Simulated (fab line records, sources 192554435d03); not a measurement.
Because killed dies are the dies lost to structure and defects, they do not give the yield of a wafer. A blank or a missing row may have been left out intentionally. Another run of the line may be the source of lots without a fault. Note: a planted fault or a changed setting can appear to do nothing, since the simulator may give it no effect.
fab line records ; flow n5-finfet
record: lots: 7; wafers: 21
route steps=1938 shown DUMMY_GATE@228 SD_EPI_P@296 SDB@349 HKMG_FIN@428 MOL_CONTACT_COAG@559 BEOL_M0_SAQP@640
start-h: start of the lot's first displayed wafer, in hours after the record's first day ; wait-h: hours since the lot's step before ; " repeats the value in the row above ; L1.1+2: several wafers, shown together as one row ; - value missing, or start not given ; * or withheld: withheld ; < > ~ a bound
route shown NAME@n: a module of which the file shows steps, and the number in the route of the first ; usual: average and standard deviation across the fault-free wafers ; same: alike in all rows ; chamber/n: place in a boat ; sites: readings site by site ; _std_site: how widely they spread, as a standard deviation ; _edge_site: mean of outer sites minus mean of inner sites ; radius-mm: for every site, how far away it sits from the centre of the wafer ; mask NAME#n: copy n ; behind: the most recent tool/chamber to have shaped the wafer ; hold: why the lot was held/for how many hours/how that ended ; device: which transistor (n, p or np) failed to switch ; end of line: at the end of the route, the tests of the same wafers ; a step given without rows: its recipe and nothing more ; killed: count of dies lost to structure and defects at first sort (not the wafer's yield) ; map: shows each die of a wafer: x if killed, . if not, _ if none is there
set.NAME: the run value of the setting; set.NAME@STEP: its run value at that earlier step ; model.NAME: the simulator's own value behind a step, which no gauge read
lots with deliberately changed settings; one table per step, one row per wafer
== steps ==
step: N5_DUMMY_GATE_EXPOSE_12
recipe: mask-id: GATE; na: 0.33; source-shape: annular; sigma-inner: 0.2; sigma-outer: 0.6; polarization: unpolarized; target-cd-nm: 25; dose-mj: 34
lot.wafer;tool;chamber;start-h;wait-h;mask;set.dose-mj
L074.2+4;euv-scanner-01;0;45.83;-;GATE#0;35.13
L074.3;euv-scanner-01;0;45.83;-;GATE#0;34
L078.2;euv-scanner-01;0;69.37;-;GATE#0;34
L078.3+5;euv-scanner-01;0;69.37;-;GATE#0;32.24
L081.1+3;euv-scanner-02;0;88.53;-;GATE#0;35.84
L081.4;euv-scanner-02;0;88.53;-;GATE#0;34
L084.1+2;euv-scanner-02;0;105.38;-;GATE#0;34.97
L084.6;euv-scanner-02;0;105.38;-;GATE#0;34
L089.2+4;euv-scanner-01;0;136.81;-;GATE#0;34
L089.6;euv-scanner-01;0;136.81;-;GATE#0;35.81
L091.2+5;euv-scanner-02;0;147.34;-;GATE#0;34
L091.3;euv-scanner-02;0;147.34;-;GATE#0;32.74
L097.1+4+5;euv-scanner-01;0;185.17;-;GATE#0;34
step: N5_DUMMY_GATE_PEB_13
recipe: peb-temp-c: 100; peb-time-s: 60; resist: CAR-EUV
step: N5_DUMMY_GATE_DEVELOP_14
recipe: develop-time-s: 30; developer: TMAH; resist: CAR-EUV; rinse-liquid: surfactant-rinse; dry: air-spin; dev-temp-c: 23
step: N5_DUMMY_GATE_CD_MEAS_15
recipe: target-cd-nm: 25.8; landing-energy-ev: 500; detector: se-inlens
usual: cd-nm: 25.00/0.23
lot.wafer;tool;chamber;start-h;wait-h;set.dose-mj@DUMMY_GATE_EXPOSE_12;cd-nm
L074.2;cd-sem-03;0;45.96;-;35.13;24.47
L074.3;cd-sem-03;0;45.96;-;34;24.82
L074.4;cd-sem-03;0;45.96;-;35.13;24.13
L078.2;cd-sem-02;0;69.49;-;34;25.40
L078.3;cd-sem-02;0;69.49;-;32.24;26.07
L078.5;cd-sem-02;0;69.49;-;32.24;26.28
L081.1;cd-sem-02;0;88.66;-;35.84;23.96
L081.3;cd-sem-02;0;88.66;-;35.84;24.01
L081.4;cd-sem-02;0;88.66;-;34;24.99
L084.1;cd-sem-02;0;105.51;-;34.97;24.13
L084.2;cd-sem-02;0;105.51;-;34.97;24.49
L084.6;cd-sem-02;0;105.51;-;34;25.23
L089.2;cd-sem-02;0;136.93;-;34;25.03
L089.4;cd-sem-02;0;136.93;-;34;24.94
L089.6;cd-sem-02;0;136.93;-;35.81;24.28
L091.2;cd-sem-02;0;147.47;-;34;25.32
L091.3;cd-sem-02;0;147.47;-;32.74;25.68
L091.5;cd-sem-02;0;147.47;-;34;24.81
L097.1;cd-sem-03;0;185.29;-;34;25.18
L097.4;cd-sem-03;0;185.29;-;34;24.91
L097.5;cd-sem-03;0;185.29;-;34;24.86
step: N5_DUMMY_GATE_STRIP_38
recipe: chemistry: N2/H2; temp-c: 40; n2-flow-sccm: 200; h2-flow-sccm: 200; rf-frequency-hz: 6e+07
step: N5_DUMMY_GATE_STRIP_39
recipe: chemistry: N2/H2; temp-c: 40; n2-flow-sccm: 200; h2-flow-sccm: 200; rf-frequency-hz: 6e+07
step: N5_DUMMY_GATE_TRIM_49
recipe: chemistry: O2; resist: SOC; time-s: 29; target-cd-nm: 14; source-power-w: 300; bias-power-w: 0; O2_flow_sccm: 100; temp-c: 20
lot.wafer;tool;chamber;start-h;wait-h;set.dose-mj@DUMMY_GATE_EXPOSE_12;model.DUMMY_GATE.cd-nm
L074.2+4;rie-si-06;1,3;46.41;0.0;35.13;13.6
L074.3;rie-si-06;2;46.41;0.0;34;14
L078.2;rie-si-01;1;70.25;0.0;34;14.2
L078.3+5;rie-si-01;3,1;70.25;0.0;32.24;15.2
L081.1+3;rie-si-04;2,3;89.20;0.0;35.84;12.8
L081.4;rie-si-04;0;89.20;0.0;34;14.6
L084.1;rie-si-01;2;105.87;0.0;34.97;13.4
L084.2;rie-si-01;1;105.87;0.0;34.97;14
L084.6;rie-si-01;2;105.87;0.0;34;14.4
L089.2;rie-si-04;2;137.29;0.0;34;14
L089.4;rie-si-04;3;137.29;0.0;34;14.2
L089.6;rie-si-04;3;137.29;0.0;35.81;13
L091.2;rie-si-01;0;147.82;0.0;34;14.4
L091.3;rie-si-01;1;147.82;0.0;32.74;14.6
L091.5;rie-si-01;2;147.82;0.0;34;13.8
L097.1;rie-si-04;1;185.65;0.0;34;13.8
L097.4;rie-si-04;0;185.65;0.0;34;14.4
L097.5;rie-si-04;2;185.65;0.0;34;14.2
step: N5_DUMMY_GATE_STRIP_40
recipe: chemistry: CF4; resist: SiARC; power-w: 300; bias-power-w: 75; pressure-mtorr: 50; cf4-flow-sccm: 150; rf-frequency-hz: 6e+07
step: N5_DUMMY_GATE_ETCH_32
recipe: chemistry: CF4; target: SiO2; target-depth-a: 35; time-s: 3.9; ion-energy-ev: 350; pressure-mtorr: 10; icp-w: 800; bias-w: 400; cf4-flow-sccm: 80
step: N5_DUMMY_GATE_ETCH_23
recipe: chemistry: HBr/Cl2/O2; HBr_flow_sccm: 150; Cl2_flow_sccm: 80; O2_flow_sccm: 12; bias-w: 102; target-depth-a: 410; time-s: 22.3; target: poly-Si; mask-material: SiO2; pressure-mtorr: 10; icp-w: 800
step: N5_DUMMY_GATE_ETCH_44
recipe: chemistry: HBr/O2; over-etch-frac: 0.7; target-depth-a: 1275; stop-on: SiO2; ion-energy-ev: 60; bias-w: 20; target: poly-Si; mask-material: SiO2; pressure-mtorr: 20; icp-w: 400; HBr_flow_sccm: 120; O2_flow_sccm: 10
lot.wafer;tool;chamber;start-h;wait-h;set.dose-mj@DUMMY_GATE_EXPOSE_12;model.DUMMY_GATE.cd-nm
L074.2+4;rie-si-04;0,1;46.96;0.0;35.13;14.4
L074.3;rie-si-04;1;46.96;0.0;34;14.8
L078.2;rie-si-04;1;70.78;0.0;34;15.4
L078.3;rie-si-04;3;70.78;0.0;32.24;16.4
L078.5;rie-si-04;1;70.78;0.0;32.24;16.6
L081.1;rie-si-06;2;89.86;0.0;35.84;14.2
L081.3;rie-si-06;3;89.86;0.0;35.84;14
L081.4;rie-si-06;0;89.86;0.0;34;15.8
L084.1;rie-si-06;0;106.40;0.0;34.97;14.4
L084.2;rie-si-06;3;106.40;0.0;34.97;14.8
L084.6;rie-si-06;2;106.40;0.0;34;15.2
L089.2+4;rie-si-04;0,1;138.14;0.0;34;15
L089.6;rie-si-04;3;138.14;0.0;35.81;14
L091.2;rie-si-04;2;148.36;0.0;34;15.2
L091.3;rie-si-04;3;148.36;0.0;32.74;15.2
L091.5;rie-si-04;1;148.36;0.0;34;14.4
L097.1;rie-si-06;1;186.19;0.0;34;14.8
L097.4;rie-si-06;0;186.19;0.0;34;15.6
L097.5;rie-si-06;1;186.19;0.0;34;15
step: N5_SD_EPI_P_COAT_35
recipe: resist: SiARC; temp-c: 220; time-s: 60; spin-rpm: 1500; resist-thk-nm: 35
lot.wafer;tool;chamber;start-h;wait-h;set.spin-rpm;model.SiARC_of_SD_EPI_P_COAT_35.thk-nm
L074.2+3;litho-track-03;0;-;-;1500;35
L074.4;litho-track-03;0;-;-;1445;35.6
L078.2+5;litho-track-03;0;-;-;1632;33.6
L078.3;litho-track-03;0;-;-;1500;35
L081.1;litho-track-04;0;-;-;1500;35.2
L081.3;litho-track-04;0;-;-;1364;36.8
L081.4;litho-track-04;0;-;-;1500;35
L084.1+6;litho-track-03;0;-;-;1500;35
L084.2;litho-track-03;0;-;-;1404;36.2
L089.2+4;litho-track-03;0;-;-;1500;34.8
L089.6;litho-track-03;0;-;-;1500;35
L091.2;litho-track-03;0;-;-;1500;35.2
L091.3+5;litho-track-03;0;-;-;1598;34
L097.1+4;litho-track-02;0;-;-;1500;34.8
L097.5;litho-track-02;0;-;-;1500;35
step: N5_SD_EPI_P_COAT_03
recipe: resist: CAR-ArF-block; spin-rpm: 1500; resist-thk-nm: 150
step: N5_SD_EPI_P_EBR_05
recipe: solvent: PGMEA; ebr-width-mm: 1.5
step: N5_SD_EPI_P_DESCUM_14
recipe: chemistry: O2; time-s: 7.9; source-power-w: 50; bias-power-w: 20; pressure-mtorr: 20; rf-frequency-hz: 2.712e+07; temp-c: 40; resist: CAR-ArF-block; o2-flow-sccm: 225
step: N5_SD_EPI_P_ETCH_36
recipe: chemistry: CF4; target: SiARC; target-depth-a: 455; mask-material: CAR-ArF-block; time-s: 75.8; ion-energy-ev: 80; pressure-mtorr: 40; source-w: 545; bias-w: 36; Ar_flow_sccm: 100; cf4-flow-sccm: 100; ends: cleared
lot.wafer;tool;chamber;start-h;wait-h;set.spin-rpm@SD_EPI_P_COAT_35;model.etch.depth-nm;model.CAR-ArF-block_of_SD_EPI_P_COAT_03.thk-nm
L074.2;rie-diel-03;3;53.05;0.0;1500;35;110.8
L074.3;rie-diel-03;0;53.05;0.0;1500;34.93;110.6
L074.4;rie-diel-03;3;53.05;0.0;1445;35.64;110
L078.2;rie-diel-06;0;76.52;0.0;1632;33.55;111.8
L078.3;rie-diel-06;2;76.52;0.0;1500;34.91;111
L078.5;rie-diel-06;3;76.52;0.0;1632;33.59;111.8
L081.1;rie-diel-05;3;96.25;0.0;1500;35.14;111.8
L081.3;rie-diel-05;2;96.25;0.0;1364;36.71;110.4
L081.4;rie-diel-05;0;96.25;0.0;1500;35.09;111.6
L084.1;rie-diel-06;0;112.57;0.0;1500;34.98;110.4
L084.2;rie-diel-06;3;112.57;0.0;1404;36.16;110
L084.6;rie-diel-06;2;112.57;0.0;1500;35.04;111.2
L089.2;rie-diel-06;3;144.20;0.0;1500;34.88;111.2
L089.4;rie-diel-06;0;144.20;0.0;1500;34.87;111.2
L089.6;rie-diel-06;2;144.20;0.0;1500;34.92;110.8
L091.2;rie-diel-03;0;154.31;0.0;1500;35.16;111
L091.3;rie-diel-03;1;154.31;0.0;1598;34.01;112
L091.5;rie-diel-03;0;154.31;0.0;1598;34.02;112.4
L097.1+4;rie-diel-03;2,0;192.93;0.0;1500;34.89;110.6
L097.5;rie-diel-03;1;192.93;0.0;1500;34.93;110.4
step: N5_SDB_COAT_04
recipe: resist: SiARC; temp-c: 220; time-s: 60; spin-rpm: 1500; resist-thk-nm: 18
lot.wafer;tool;chamber;start-h;wait-h;set.spin-rpm;model.SiARC_of_SDB_COAT_04.thk-nm
L074.2+4;litho-track-05;0;-;-;1500;18
L074.3;litho-track-05;0;-;-;1500;18.2
L078.2+3+5;litho-track-05;0;-;-;1500;18
L081.1;litho-track-03;0;-;-;1500;18
L081.3+4;litho-track-03;0;-;-;1598;17.4
L084.1+6;litho-track-03;0;-;-;1445;18.4
L084.2;litho-track-03;0;-;-;1500;18
L089.2+4+6;litho-track-05;0;-;-;1567;17.6
L091.2+5;litho-track-05;0;-;-;1360;18.8
L091.3;litho-track-05;0;-;-;1500;18
L097.1+4+5;litho-track-05;0;-;-;1500;18
step: N5_SDB_EXPOSE_08
recipe: mask-id: SDB; na: 1.35; source-shape: conventional; sigma-outer: 0.5; polarization: unpolarized; dose-mj: 49.6
lot.wafer;tool;chamber;start-h;wait-h;mask;set.dose-mj
L074.2+3+4;arfi-scanner-02;0;64.40;-;SDB#0;49.6
L078.2+5;arfi-scanner-02;0;88.51;-;SDB#0;51.89
L078.3;arfi-scanner-02;0;88.51;-;SDB#0;49.6
L081.1+3;arfi-scanner-02;0;108.10;-;SDB#0;47.25
L081.4;arfi-scanner-02;0;108.10;-;SDB#0;49.6
L084.1+6;arfi-scanner-01;0;123.61;-;SDB#0;48.06
L084.2;arfi-scanner-01;0;123.61;-;SDB#0;49.6
L089.2+6;arfi-scanner-01;0;155.40;-;SDB#0;47.7
L089.4;arfi-scanner-01;0;155.40;-;SDB#0;49.6
L091.2;arfi-scanner-01;0;165.83;-;SDB#0;51.03
L091.3+5;arfi-scanner-01;0;165.83;-;SDB#0;49.6
L097.1+4+5;arfi-scanner-02;0;204.24;-;SDB#0;49.6
step: N5_SDB_PEB_09
recipe: peb-temp-c: withheld; peb-time-s: 60; resist: CAR-ArF
step: N5_SDB_DEVELOP_10
recipe: develop-time-s: 30; developer: TMAH; resist: CAR-ArF; rinse-liquid: diw; dry: air-spin; dev-temp-c: 23
step: N5_SDB_CD_MEAS_11
recipe: target-cd-nm: 50; landing-energy-ev: 500; detector: se-inlens; polarity: opening
usual: cd-nm: 49.3/1.4
lot.wafer;tool;chamber;start-h;wait-h;set.dose-mj@SDB_EXPOSE_08;cd-nm
L074.2;cd-sem-01;0;64.52;-;49.6;53.0
L074.3;cd-sem-01;0;64.52;-;49.6;51.3
L074.4;cd-sem-01;0;64.52;-;49.6;51.4
L078.2;cd-sem-03;0;88.63;-;51.89;57.1
L078.3;cd-sem-03;0;88.63;-;49.6;51.0
L078.5;cd-sem-03;0;88.63;-;51.89;54.9
L081.1;cd-sem-03;0;108.22;-;47.25;43.7
L081.3;cd-sem-03;0;108.22;-;47.25;42.7
L081.4;cd-sem-03;0;108.22;-;49.6;48.8
L084.1;cd-sem-02;0;123.74;-;48.06;45.0
L084.2;cd-sem-02;0;123.74;-;49.6;49.1
L084.6;cd-sem-02;0;123.74;-;48.06;45.0
L089.2;cd-sem-01;0;155.52;-;47.7;46.5
L089.4;cd-sem-01;0;155.52;-;49.6;50.9
L089.6;cd-sem-01;0;155.52;-;47.7;47.2
L091.2;cd-sem-02;0;165.95;-;51.03;52.6
L091.3;cd-sem-02;0;165.95;-;49.6;49.5
L091.5;cd-sem-02;0;165.95;-;49.6;50.7
L097.1;cd-sem-02;0;204.37;-;49.6;48.1
L097.4;cd-sem-02;0;204.37;-;49.6;48.7
L097.5;cd-sem-02;0;204.37;-;49.6;49.0
step: N5_SDB_DESCUM_16
recipe: chemistry: O2; time-s: 7.9; source-power-w: 50; bias-power-w: 20; pressure-mtorr: 20; rf-frequency-hz: 2.712e+07; temp-c: 40; resist: CAR-ArF; o2-flow-sccm: 225
step: N5_SDB_ETCH_17
recipe: chemistry: CF4; target: SiARC; target-depth-a: 234; mask-material: CAR-ArF; time-s: 39; ion-energy-ev: 80; pressure-mtorr: 40; source-w: 545; bias-w: 36; Ar_flow_sccm: 100; cf4-flow-sccm: 100; ends: cleared
lot.wafer;tool;chamber;start-h;wait-h;set.spin-rpm@SDB_COAT_04;model.etch.depth-nm
L074.2;rie-diel-02;1;64.64;0.0;1500;18.07
L074.3;rie-diel-02;2;64.64;0.0;1500;18.12
L074.4;rie-diel-02;2;64.64;0.0;1500;18.06
L078.2;rie-diel-04;1;88.76;0.0;1500;17.98
L078.3+5;rie-diel-04;2,0;88.76;0.0;1500;18
L081.1;rie-diel-04;3;108.36;0.0;1500;17.98
L081.3;rie-diel-04;0;108.36;0.0;1598;17.42
L081.4;rie-diel-04;3;108.36;0.0;1598;17.43
L084.1;rie-diel-02;2;123.91;0.0;1445;18.32
L084.2;rie-diel-02;0;123.91;0.0;1500;17.98
L084.6;rie-diel-02;1;123.91;0.0;1445;18.31
L089.2+4;rie-diel-01;3,1;155.65;0.0;1567;17.6
L089.6;rie-diel-01;2;155.65;0.0;1567;17.57
L091.2;rie-diel-04;1;166.07;0.0;1360;18.84
L091.3;rie-diel-04;2;166.07;0.0;1500;18.02
L091.5;rie-diel-04;0;166.07;0.0;1360;18.86
L097.1+5;rie-diel-04;2;204.53;0.0;1500;18.04
L097.4;rie-diel-04;3;204.53;0.0;1500;17.99
step: N5_HKMG_FIN_PEB_10
recipe: peb-temp-c: withheld; peb-time-s: 60; resist: CAR-ArF
lot.wafer;tool;chamber;start-h;wait-h;set.peb-time-s
L074.2;litho-track-04;0;73.70;0.0;47.62
L074.3+4;litho-track-04;0;73.70;0.0;60
L078.2+3;litho-track-04;0;97.62;0.0;72.45
L078.5;litho-track-04;0;97.62;0.0;60
L081.1+3+4;litho-track-05;0;117.20;0.1;60
L084.1+2;litho-track-02;0;132.76;0.1;48.68
L084.6;litho-track-02;0;132.76;0.1;60
L089.2;litho-track-02;0;164.83;0.0;70.97
L089.4+6;litho-track-02;0;164.83;0.0;60
L091.2+5;litho-track-04;0;174.88;0.0;60
L091.3;litho-track-04;0;174.88;0.0;66.81
L097.1+4+5;litho-track-02;0;213.61;0.1;60
step: N5_HKMG_FIN_DEVELOP_11
recipe: develop-time-s: 30; developer: TMAH; resist: CAR-ArF; dev-temp-c: 23; rinse-liquid: diw; dry: air-spin
step: N5_HKMG_FIN_CD_MEAS_12
recipe: target-cd-nm: 92.8; landing-energy-ev: 500; detector: se-inlens
usual: cd-nm: 92.7/0.63
lot.wafer;tool;chamber;start-h;wait-h;set.peb-time-s@HKMG_FIN_PEB_10;cd-nm
L074.2;cd-sem-03;0;73.76;-;47.62;85.0
L074.3;cd-sem-03;0;73.76;-;60;92.4
L074.4;cd-sem-03;0;73.76;-;60;93.3
L078.2;cd-sem-03;0;97.69;-;72.45;98.5
L078.3;cd-sem-03;0;97.69;-;72.45;98.4
L078.5;cd-sem-03;0;97.69;-;60;91.6
L081.1;cd-sem-02;0;117.27;-;60;92.9
L081.3;cd-sem-02;0;117.27;-;60;91.7
L081.4;cd-sem-02;0;117.27;-;60;92.2
L084.1;cd-sem-03;0;132.83;-;48.68;84.6
L084.2;cd-sem-03;0;132.83;-;48.68;84.5
L084.6;cd-sem-03;0;132.83;-;60;91.6
L089.2;cd-sem-03;0;164.90;-;70.97;97.8
L089.4;cd-sem-03;0;164.90;-;60;93.0
L089.6;cd-sem-03;0;164.90;-;60;93.1
L091.2;cd-sem-02;0;174.95;-;60;92.9
L091.3;cd-sem-02;0;174.95;-;66.81;95.9
L091.5;cd-sem-02;0;174.95;-;60;93.2
L097.1;cd-sem-03;0;213.68;-;60;93.0
L097.4;cd-sem-03;0;213.68;-;60;92.8
L097.5;cd-sem-03;0;213.68;-;60;94.2
step: N5_MOL_CONTACT_COAG_ALD_27
recipe: material: SiOC; target-thk-a: 170; temp-c: 400; ald-precursor-family: carbosiloxane; ald-co-reactant: H2-plasma; pulse-time-s: 1.5; time-s: 2720; purge-time-s: 2; co-reactant-purge-time-s: 2; ald-cycles: 340; pressure-torr: 2
lot.wafer;tool;chamber;start-h;wait-h;set.ald-cycles;model.SiOC_of_MOL_CONTACT_COAG_ALD_27.thk-nm
L074.2+4;ald-sin-02;3,0;94.83;0.7;340;16.8
L074.3;ald-sin-02;1;94.83;0.7;340;17
L078.2+3;ald-sin-04;1,3;116.89;0.0;380;19
L078.5;ald-sin-04;1;116.89;0.0;340;17
L081.1;ald-sin-04;0;137.66;0.0;321;16
L081.3;ald-sin-04;1;137.66;0.0;340;17.2
L081.4;ald-sin-04;3;137.66;0.0;340;17
L084.1;ald-sin-01;3;153.97;0.0;388;19.4
L084.2+6;ald-sin-01;2,3;153.97;0.0;340;17
L089.2+6;ald-sin-02;0,1;184.57;0.3;340;17
L089.4;ald-sin-02;2;184.57;0.3;340;17.2
L091.2+5;ald-sin-02;3,0;194.73;0.3;340;17
L091.3;ald-sin-02;1;194.73;0.3;378;18.8
L097.1+4+5;ald-sin-01;1,3,1;233.81;0.0;340;17
step: N5_MOL_CONTACT_COAG_CVD_140
recipe: material: W; target-thk-a: 665; mode: selective-fill; temp-c: 300; time-s: 215
lot.wafer;tool;chamber;start-h;wait-h;set.target-thk-a;model.W_of_MOL_CONTACT_COAG_CVD_140.thk-nm
L074.2;cvd-w-01;0;100.53;0.1;591.5;58.4
L074.3;cvd-w-01;1;100.53;0.1;665;65.2
L074.4;cvd-w-01;0;100.53;0.1;591.5;57.8
L078.2;cvd-w-02;0;122.30;0.1;665;66.6
L078.3;cvd-w-02;0;122.30;0.1;665;67.4
L078.5;cvd-w-02;1;122.30;0.1;721.3;72.4
L081.1;cvd-w-02;0;143.21;0.1;665;66.2
L081.3;cvd-w-02;1;143.21;0.1;597.1;60
L081.4;cvd-w-02;0;143.21;0.1;665;66
L084.1;cvd-w-02;0;159.28;0.1;665;66.6
L084.2;cvd-w-02;1;159.28;0.1;665;66.4
L084.6;cvd-w-02;0;159.28;0.1;665;66.8
L089.2;cvd-w-01;0;190.72;0.1;665;65.6
L089.4;cvd-w-01;0;190.72;0.1;665;66
L089.6;cvd-w-01;0;190.72;0.1;665;65.4
L091.2;cvd-w-01;0;200.04;0.1;606.4;60.2
L091.3;cvd-w-01;0;200.04;0.1;606.4;60
L091.5;cvd-w-01;0;200.04;0.1;665;66
L097.1+5;cvd-w-01;0;238.97;0.1;665;66.4
L097.4;cvd-w-01;0;238.97;0.1;665;65.4
step: N5_BEOL_M0_SAQP_HM_DEP_111
recipe: material: SiO2; target-thk-a: 120; temp-c: 400; precursor: SiH4/N2O; pressure-torr: 0.75; rf-w: 275; time-s: 7.2
lot.wafer;tool;chamber;start-h;wait-h;set.time-s;model.SiO2_of_BEOL_M0_SAQP_HM_DEP_111.thk-nm
L074.2;pecvd-04;2;108.68;0.0;7.73;12.8
L074.3;pecvd-04;1;108.68;0.0;7.73;13
L074.4;pecvd-04;1;108.68;0.0;7.2;12
L078.2;pecvd-03;2;128.56;0.0;7.2;11.8
L078.3;pecvd-03;0;128.56;0.0;7.2;12
L078.5;pecvd-03;1;128.56;0.0;7.959;13.4
L081.1;pecvd-04;1;149.98;0.0;7.2;11.8
L081.3+4;pecvd-04;2,0;149.98;0.0;7.2;12
L084.1+6;pecvd-03;0,1;165.06;0.0;7.2;12.2
L084.2;pecvd-03;1;165.06;0.0;7.2;12
L089.2;pecvd-01;2;196.85;0.0;7.858;12.8
L089.4;pecvd-01;1;196.85;0.0;7.2;12
L089.6;pecvd-01;2;196.85;0.0;7.2;11.8
L091.2+3+5;pecvd-04;2,0,2;205.54;0.0;7.2;12
L097.1;pecvd-04;0;247.94;0.0;7.2;12
L097.4+5;pecvd-04;1,2;247.94;0.0;7.2;12.2
step: N5_BEOL_M0_SAQP_DEVELOP_13
recipe: develop-time-s: 30; developer: TMAH; resist: CAR-ArF; dev-temp-c: 23; rinse-liquid: diw; dry: air-spin
lot.wafer;tool;chamber;start-h;wait-h;set.develop-time-s
L074.2+4;litho-track-04;0;-;-;26.59
L074.3;litho-track-04;0;-;-;30
L078.2+5;litho-track-02;0;-;-;30
L078.3;litho-track-02;0;-;-;28.18
L081.1;litho-track-02;0;-;-;25.19
L081.3+4;litho-track-02;0;-;-;30
L084.1+6;litho-track-02;0;-;-;36.37
L084.2;litho-track-02;0;-;-;30
L089.2+4+6;litho-track-03;0;-;-;30
L091.2+5;litho-track-03;0;-;-;30
L091.3;litho-track-03;0;-;-;35.36
L097.1+4+5;litho-track-03;0;-;-;30
step: N5_BEOL_M0_SAQP_ETCH_84
recipe: chemistry: N2/H2; target: SOC; target-depth-a: 1000; overetch-a: 200; mask-material: SiARC; temp-c: 40; time-s: 150; ion-energy-ev: 200; pressure-mtorr: 30; source-w: 840; bias-w: 150; n2-flow-sccm: 200; h2-flow-sccm: 200
step: N5_BEOL_M0_SAQP_STRIP_80
recipe: chemistry: N2/H2; temp-c: 40; n2-flow-sccm: 200; h2-flow-sccm: 200; rf-frequency-hz: 6e+07
step: N5_BEOL_M0_SAQP_HM_OPEN_112
recipe: chemistry: CHF3/O2; target: SiO2; stop-on: a-Si; target-depth-a: 120; over-etch-frac: 1.25; mask-material: SOC; time-s: 13.5; pressure-mtorr: 30; source-w: 650; bias-w: 170; Ar_flow_sccm: 200; CHF3_flow_sccm: 50; O2_flow_sccm: 5; ion-energy-ev: 200; ends: end-point
lot.wafer;tool;chamber;start-h;wait-h;set.time-s@BEOL_M0_SAQP_HM_DEP_111;model.etch.depth-nm
L074.2;rie-diel-06;0;109.28;0.0;7.73;12.77
L074.3;rie-diel-06;2;109.28;0.0;7.73;12.95
L074.4;rie-diel-06;2;109.28;0.0;7.2;12.1
L078.2;rie-diel-05;1;129.28;0.0;7.2;11.83
L078.3;rie-diel-05;0;129.28;0.0;7.2;11.91
L078.5;rie-diel-05;0;129.28;0.0;7.959;13.38
L081.1;rie-diel-06;0;150.71;0.0;7.2;11.86
L081.3;rie-diel-06;2;150.71;0.0;7.2;11.99
L081.4;rie-diel-06;3;150.71;0.0;7.2;12.02
L084.1;rie-diel-06;3;165.74;0.0;7.2;12.21
L084.2;rie-diel-06;1;165.74;0.0;7.2;12.05
L084.6;rie-diel-06;0;165.74;0.0;7.2;12.24
L089.2;rie-diel-06;2;197.63;0.0;7.858;12.81
L089.4;rie-diel-06;3;197.63;0.0;7.2;11.92
L089.6;rie-diel-06;0;197.63;0.0;7.2;11.74
L091.2;rie-diel-03;0;206.27;0.0;7.2;11.95
L091.3;rie-diel-03;2;206.27;0.0;7.2;11.91
L091.5;rie-diel-03;3;206.27;0.0;7.2;12.05
L097.1;rie-diel-03;1;248.66;0.0;7.2;12.06
L097.4;rie-diel-03;0;248.66;0.0;7.2;12.21
L097.5;rie-diel-03;3;248.66;0.0;7.2;12.2
== key ==
split: step: N5_DUMMY_GATE_EXPOSE_12; setting: dose-mj; stated: 34; by: wafer
response: step: N5_DUMMY_GATE_CD_MEAS_15; reading: cd-nm; change: -0.169; per: 1%; r: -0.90
response: step: N5_DUMMY_GATE_TRIM_49; reading: model.DUMMY_GATE.cd-nm; change: -0.221; per: 1%; r: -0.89
response: step: N5_DUMMY_GATE_ETCH_44; reading: model.DUMMY_GATE.cd-nm; change: -0.211; per: 1%; r: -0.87
split: step: N5_SD_EPI_P_COAT_35; setting: spin-rpm; stated: 1500; by: wafer
response: step: N5_SD_EPI_P_COAT_35; reading: model.SiARC_of_SD_EPI_P_COAT_35.thk-nm; change: -0.177; per: 1%; r: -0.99
response: step: N5_SD_EPI_P_ETCH_36; reading: model.etch.depth-nm; change: -0.17; per: 1%; r: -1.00
response: step: N5_SD_EPI_P_ETCH_36; reading: model.CAR-ArF-block_of_SD_EPI_P_COAT_03.thk-nm; change: +0.134; per: 1%; r: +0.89
split: step: N5_SDB_COAT_04; setting: spin-rpm; stated: 1500; by: wafer
response: step: N5_SDB_COAT_04; reading: model.SiARC_of_SDB_COAT_04.thk-nm; change: -0.0897; per: 1%; r: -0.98
response: step: N5_SDB_ETCH_17; reading: model.etch.depth-nm; change: -0.0879; per: 1%; r: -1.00
split: step: N5_SDB_EXPOSE_08; setting: dose-mj; stated: 49.6; by: wafer
response: step: N5_SDB_CD_MEAS_11; reading: cd-nm; change: +1.12; per: 1%; r: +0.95
split: step: N5_HKMG_FIN_PEB_10; setting: peb-time-s; stated: 60; by: wafer
response: step: N5_HKMG_FIN_CD_MEAS_12; reading: cd-nm; change: +0.332; per: 1%; r: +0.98
split: step: N5_MOL_CONTACT_COAG_ALD_27; setting: ald-cycles; stated: 340; by: wafer
response: step: N5_MOL_CONTACT_COAG_ALD_27; reading: model.SiOC_of_MOL_CONTACT_COAG_ALD_27.thk-nm; change: +0.169; per: 1%; r: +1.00
split: step: N5_MOL_CONTACT_COAG_CVD_140; setting: target-thk-a; stated: 665; by: wafer
response: step: N5_MOL_CONTACT_COAG_CVD_140; reading: model.W_of_MOL_CONTACT_COAG_CVD_140.thk-nm; change: +0.635; per: 1%; r: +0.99
split: step: N5_BEOL_M0_SAQP_HM_DEP_111; setting: time-s; stated: 7.2; by: wafer
response: step: N5_BEOL_M0_SAQP_HM_DEP_111; reading: model.SiO2_of_BEOL_M0_SAQP_HM_DEP_111.thk-nm; change: +0.123; per: 1%; r: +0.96
response: step: N5_BEOL_M0_SAQP_HM_OPEN_112; reading: model.etch.depth-nm; change: +0.123; per: 1%; r: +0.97
split: step: N5_BEOL_M0_SAQP_DEVELOP_13; setting: develop-time-s; stated: 30; by: wafer
response none clear
